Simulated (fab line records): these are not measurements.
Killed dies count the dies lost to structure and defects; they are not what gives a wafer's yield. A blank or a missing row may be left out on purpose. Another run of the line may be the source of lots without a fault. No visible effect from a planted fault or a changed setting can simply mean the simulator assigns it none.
What tool caused it?    flow n5 finfet    24 lots with 72 wafers sampled at 6 steps, on a route of 1938 steps

WHAT THE GAUGES READ, wafer by wafer
No reading from a measuring or inspecting step in the record can be judged against a usual standard deviation.

EACH LOT AND THE TOOL THAT RAN IT (in order: tool; ch and the chambers of the sampled wafers; start)
lot   N5_BEOL_M0_SAQP_STRIP_75            N5_BEOL_M0_DEGAS_112          N5_BEOL_M0_PRE_CLEAN_113      N5_BEOL_M0_SURFACE_TREAT_137  N5_BEOL_M0_SPUTTER_132        N5_BEOL_M0_SPUTTER_134
L074  rie diel-04 ch 0,1, day 5 23:32     pvd sputter-03, day 6 02:11   pvd sputter-03, day 6 02:13   pvd sputter-03, day 6 02:35   pvd sputter-03, day 6 03:25   pvd sputter-03, day 6 03:32
L075  rie diel-05 ch 0,1,3, day 6 04:10   pvd sputter-01, day 6 08:16   pvd sputter-01, day 6 08:19   pvd sputter-01, day 6 08:40   pvd sputter-01, day 6 09:01   pvd sputter-01, day 6 09:08
L076  rie diel-03 ch 1,2,3, day 6 07:01   pvd sputter-02, day 6 09:10   pvd sputter-02, day 6 09:12   pvd sputter-02, day 6 09:34   pvd sputter-03, day 6 10:08   pvd sputter-03, day 6 10:15
L077  rie diel-05 ch 1,3, day 6 18:19     pvd sputter-03, day 6 20:14   pvd sputter-03, day 6 20:16   pvd sputter-02, day 6 20:34   pvd sputter-03, day 6 22:26   pvd sputter-03, day 6 22:33
L078  rie diel-03 ch 0,1,3, day 6 22:05   pvd sputter-03, day 7 00:58   pvd sputter-03, day 7 01:01   pvd sputter-01, day 7 01:23   pvd sputter-02, day 7 03:05   pvd sputter-02, day 7 03:13
L079  rie diel-05 ch 0,1,2, day 7 04:10   pvd sputter-03, day 7 11:59   pvd sputter-03, day 7 12:01   pvd sputter-01, day 7 12:22   pvd sputter-02, day 7 12:41   pvd sputter-02, day 7 12:48
L080  rie diel-04 ch 1,2,3, day 7 14:03   pvd sputter-02, day 7 17:42   pvd sputter-02, day 7 17:44   pvd sputter-01, day 7 18:15   pvd sputter-02, day 7 18:36   pvd sputter-02, day 7 18:43
L081  rie diel-04 ch 0,2,3, day 7 16:20   pvd sputter-02, day 7 19:05   pvd sputter-02, day 7 19:07   pvd sputter-02, day 7 19:29   pvd sputter-02, day 7 20:04   pvd sputter-02, day 7 20:11
L082  rie diel-03 ch 0,2,3, day 7 17:29   pvd sputter-03, day 7 21:08   pvd sputter-03, day 7 21:11   pvd sputter-02, day 7 21:49   pvd sputter-03, day 7 23:13   pvd sputter-03, day 7 23:20
L083  rie diel-05 ch 0,1,3, day 8 00:42   pvd sputter-02, day 8 03:05   pvd sputter-02, day 8 03:07   pvd sputter-01, day 8 03:28   pvd sputter-02, day 8 03:46   pvd sputter-02, day 8 03:53
L084  rie diel-05 ch 0,1,3, day 8 07:58   pvd sputter-02, day 8 18:26   pvd sputter-02, day 8 18:28   pvd sputter-03, day 8 18:47   pvd sputter-02, day 8 19:07   pvd sputter-02, day 8 19:14
L085  rie diel-04 ch 0,1,2, day 8 19:15   pvd sputter-02, day 8 22:17   pvd sputter-02, day 8 22:20   pvd sputter-02, day 9 00:13   pvd sputter-03, day 9 00:32   pvd sputter-03, day 9 00:39
L086  rie diel-05 ch 1,2,3, day 9 01:04   pvd sputter-01, day 9 03:53   pvd sputter-01, day 9 03:55   pvd sputter-03, day 9 04:23   pvd sputter-02, day 9 06:07   pvd sputter-02, day 9 06:14
L087  rie diel-03 ch 0,1,3, day 9 02:05   pvd sputter-03, day 9 03:49   pvd sputter-03, day 9 03:51   pvd sputter-01, day 9 04:17   pvd sputter-02, day 9 05:38   pvd sputter-02, day 9 05:45
L088  rie diel-05 ch 0,1, day 9 04:45     pvd sputter-01, day 9 06:47   pvd sputter-01, day 9 06:49   pvd sputter-03, day 9 07:20   pvd sputter-01, day 9 07:51   pvd sputter-01, day 9 07:58
L089  rie diel-03 ch 1,2, day 9 15:55     pvd sputter-02, day 9 21:45   pvd sputter-02, day 9 21:47   pvd sputter-02, day 9 22:23   pvd sputter-02, day 9 22:51   pvd sputter-02, day 9 22:58
L090  rie diel-05 ch 1,2, day 9 19:07     pvd sputter-01, day 10 00:31  pvd sputter-01, day 10 00:34  pvd sputter-01, day 10 01:04  pvd sputter-03, day 10 01:49  pvd sputter-03, day 10 01:56
L091  rie diel-05 ch 0,2, day 10 04:24    pvd sputter-01, day 10 07:22  pvd sputter-01, day 10 07:25  pvd sputter-01, day 10 07:53  pvd sputter-03, day 10 08:22  pvd sputter-03, day 10 08:29
L092  rie diel-04 ch 0,1, day 10 09:20    pvd sputter-01, day 10 12:22  pvd sputter-01, day 10 12:25  pvd sputter-01, day 10 12:47  pvd sputter-01, day 10 14:56  pvd sputter-01, day 10 15:04
L093  rie diel-03 ch 1,2, day 10 13:28    pvd sputter-02, day 10 16:31  pvd sputter-02, day 10 16:34  pvd sputter-03, day 10 17:01  pvd sputter-03, day 10 17:20  pvd sputter-03, day 10 17:27
L094  rie diel-05 ch 2,3, day 10 23:42    pvd sputter-01, day 11 05:38  pvd sputter-01, day 11 05:41  pvd sputter-02, day 11 06:02  pvd sputter-01, day 11 06:24  pvd sputter-01, day 11 06:31
L095  rie diel-05 ch 0,1, day 11 02:37    pvd sputter-01, day 11 07:11  pvd sputter-01, day 11 07:13  pvd sputter-01, day 11 07:52  pvd sputter-01, day 11 08:25  pvd sputter-01, day 11 08:32
L097  rie diel-05 ch 0,1,2, day 11 09:19  pvd sputter-02, day 11 15:02  pvd sputter-02, day 11 15:05  pvd sputter-01, day 11 15:28  pvd sputter-02, day 11 17:22  pvd sputter-02, day 11 17:29
L096  rie diel-05 ch 0,3, day 11 12:07    pvd sputter-03, day 11 15:08  pvd sputter-03, day 11 15:10  pvd sputter-03, day 11 15:37  pvd sputter-03, day 11 17:37  pvd sputter-03, day 11 17:44
- N5_BEOL_M0_SAQP_STRIP_75: strips in CF4.
- N5_BEOL_M0_DEGAS_112: time 60 s.
- N5_BEOL_M0_PRE_CLEAN_113: time 30 s.
- N5_BEOL_M0_SURFACE_TREAT_137
- N5_BEOL_M0_SPUTTER_132: material Cu, target thk 4 nm, time 7.37 s.
- N5_BEOL_M0_SPUTTER_134: material Cu, target thk 4 nm, time 7.37 s.

AS READ BY THE TOOLS THEMSELVES (means over the sampled wafers that have a number; for cases with no such wafer, the mark the record gives instead)
N5_BEOL_M0_SAQP_STRIP_75. Usual: drypump motor current A 5.6 A, standard deviation 0.5; oes product au 0.183 a.u., standard deviation 0.018; rf vpp V 272.2 V, standard deviation 1.3; showerhead plenum p Torr 1.84 Torr, standard deviation 0.043; throttle valve pct 13.55 %, standard deviation 0.26.
lot   tool         drypump motor current A (A)  oes product au (a.u.)  rf vpp V (V)  showerhead plenum p Torr (Torr)  throttle valve pct (%)  flag
L074  rie diel-04  5.9                          0.209                  273.2         1.88                             13.24                   
L075  rie diel-05  5.7                          0.181                  272.6         1.84                             13.52                   
L076  rie diel-03  5.4                          0.189                  272.8         1.86                             13.51                   
L077  rie diel-05  5.7                          0.187                  271.6         1.84                             13.59                   
L078  rie diel-03  5.5                          0.195                  271.4         1.82                             13.56                   
L079  rie diel-05  5.6                          0.169                  272.1         1.85                             13.63                   
L080  rie diel-04  5.9                          0.189                  271.2         1.79                             13.46                   
L081  rie diel-04  5.7                          0.196                  271.6         1.80                             13.30                   
L082  rie diel-03  5.7                          0.194                  272.1         1.82                             13.55                   
L083  rie diel-05  5.7                          0.179                  271.8         1.84                             13.55                   
L084  rie diel-05  5.7                          0.179                  273.0         1.84                             13.56                   
L085  rie diel-04  6.0                          0.191                  272.8         1.83                             13.38                   
L086  rie diel-05  5.6                          0.176                  273.1         1.84                             13.72                   
L087  rie diel-03  5.5                          0.191                  270.9         1.81                             13.60                   
L088  rie diel-05  6.1                          0.165                  271.8         1.84                             13.67                   
L089  rie diel-03  5.4                          0.194                  273.0         1.89                             13.43                   
L090  rie diel-05  5.6                          0.164                  271.6         1.84                             13.84                   
L091  rie diel-05  5.3                          0.166                  273.8         1.85                             13.67                   
L092  rie diel-04  5.8                          0.197                  273.6         1.87                             13.32                   
L093  rie diel-03  5.6                          0.194                  273.8         1.89                             13.41                   
L094  rie diel-05  5.2                          0.176                  271.8         1.85                             13.73                   
L095  rie diel-05  5.8                          0.167                  272.4         1.83                             13.55                   
L097  rie diel-05  5.7                          0.164                  271.9         1.84                             13.71                   
L096  rie diel-05  5.4                          0.179                  272.5         1.84                             13.45                   

N5_BEOL_M0_DEGAS_112. Usual: heater power w at 345 W, with a standard deviation of 46.
lot   tool            heater power w (W)  flag
L074  pvd sputter-03  355                 
L075  pvd sputter-01  371                 
L076  pvd sputter-02  357                 
L077  pvd sputter-03  355                 
L078  pvd sputter-03  321                 
L079  pvd sputter-03  329                 
L080  pvd sputter-02  297                 
L081  pvd sputter-02  308                 
L082  pvd sputter-03  338                 
L083  pvd sputter-02  413                 
L084  pvd sputter-02  359                 
L085  pvd sputter-02  364                 
L086  pvd sputter-01  367                 
L087  pvd sputter-03  350                 
L088  pvd sputter-01  366                 
L089  pvd sputter-02  358                 
L090  pvd sputter-01  371                 
L091  pvd sputter-01  356                 
L092  pvd sputter-01  318                 
L093  pvd sputter-02  356                 
L094  pvd sputter-01  345                 
L095  pvd sputter-01  343                 
L097  pvd sputter-02  349                 
L096  pvd sputter-03  354                 

N5_BEOL_M0_PRE_CLEAN_113. Usual: heater power w at 344 W, with a standard deviation of 47.
lot   tool            heater power w (W)  flag
L074  pvd sputter-03  354                 
L075  pvd sputter-01  366                 
L076  pvd sputter-02  352                 
L077  pvd sputter-03  349                 
L078  pvd sputter-03  315                 
L079  pvd sputter-03  337                 
L080  pvd sputter-02  301                 
L081  pvd sputter-02  304                 
L082  pvd sputter-03  337                 
L083  pvd sputter-02  412                 
L084  pvd sputter-02  351                 
L085  pvd sputter-02  358                 
L086  pvd sputter-01  370                 
L087  pvd sputter-03  353                 
L088  pvd sputter-01  365                 
L089  pvd sputter-02  359                 
L090  pvd sputter-01  360                 
L091  pvd sputter-01  355                 
L092  pvd sputter-01  315                 
L093  pvd sputter-02  361                 
L094  pvd sputter-01  347                 
L095  pvd sputter-01  341                 
L097  pvd sputter-02  353                 
L096  pvd sputter-03  352                 

N5_BEOL_M0_SPUTTER_132. Usual: substrate temp c -19.99 C, standard deviation 0.1; throttle valve pct 29.7 %, standard deviation 1.3.
lot   tool            substrate temp c (C)  throttle valve pct (%)  flag
L074  pvd sputter-03  -20.11                31.2                    
L075  pvd sputter-01  -19.97                28.8                    
L076  pvd sputter-03  -19.98                29.4                    
L077  pvd sputter-03  -20.06                31.0                    
L078  pvd sputter-02  -19.91                29.2                    
L079  pvd sputter-02  -20.01                28.6                    
L080  pvd sputter-02  -20.04                28.7                    
L081  pvd sputter-02  -19.96                29.3                    
L082  pvd sputter-03  -19.97                29.9                    
L083  pvd sputter-02  -19.97                29.4                    
L084  pvd sputter-02  -20.04                28.7                    
L085  pvd sputter-03  -19.95                30.0                    
L086  pvd sputter-02  -19.89                29.9                    
L087  pvd sputter-02  -19.94                28.5                    
L088  pvd sputter-01  -20.04                29.6                    
L089  pvd sputter-02  -20.01                29.5                    
L090  pvd sputter-03  -20.06                30.3                    
L091  pvd sputter-03  -19.92                31.1                    
L092  pvd sputter-01  -20.00                29.4                    
L093  pvd sputter-03  -20.03                29.8                    
L094  pvd sputter-01  -20.06                29.1                    
L095  pvd sputter-01  -19.89                29.9                    
L097  pvd sputter-02  -20.15                28.4                    
L096  pvd sputter-03  -20.04                30.8                    

N5_BEOL_M0_SPUTTER_134. Usual: substrate temp c -19.99 C, standard deviation 0.098; throttle valve pct 29.7 %, standard deviation 1.3.
lot   tool            substrate temp c (C)  throttle valve pct (%)  flag
L074  pvd sputter-03  -19.99                31.0                    
L075  pvd sputter-01  -20.07                28.8                    
L076  pvd sputter-03  -20.05                29.1                    
L077  pvd sputter-03  -19.99                30.8                    
L078  pvd sputter-02  -20.14                29.3                    
L079  pvd sputter-02  -19.95                28.6                    
L080  pvd sputter-02  -19.96                28.6                    
L081  pvd sputter-02  -20.06                29.3                    
L082  pvd sputter-03  -19.94                30.1                    
L083  pvd sputter-02  -20.05                29.5                    
L084  pvd sputter-02  -19.98                28.5                    
L085  pvd sputter-03  -20.03                30.0                    
L086  pvd sputter-02  -20.09                30.2                    
L087  pvd sputter-02  -19.90                28.8                    
L088  pvd sputter-01  -20.07                29.7                    
L089  pvd sputter-02  -19.87                29.5                    
L090  pvd sputter-03  -19.89                30.2                    
L091  pvd sputter-03  -19.87                31.1                    
L092  pvd sputter-01  -20.08                29.6                    
L093  pvd sputter-03  -20.09                30.0                    
L094  pvd sputter-01  -19.95                29.1                    
L095  pvd sputter-01  -19.89                29.8                    
L097  pvd sputter-02  -19.95                28.3                    
L096  pvd sputter-03  -20.00                30.7                    

THE ANSWER, worked out from the rows above alone
Rule: a lot is off if the mean of its wafers that have a number lies more than 3 standard deviations from the usual mean. Also off: a lot with no number at a reading for which 4 or more lots have one. Where the step has rows for the other lots, those lots are counted as sound. The gauges are gone through in route order, then the tools' own readings, and for those a lot's mean is taken as printed above. At the first step where some lot is off, the reading lying furthest off is the one used; lots without a number count as furthest.
Across all readings shown, no lot is off: no conclusion can be drawn from this.

WHAT THE SIMULATOR HAD INSERTED
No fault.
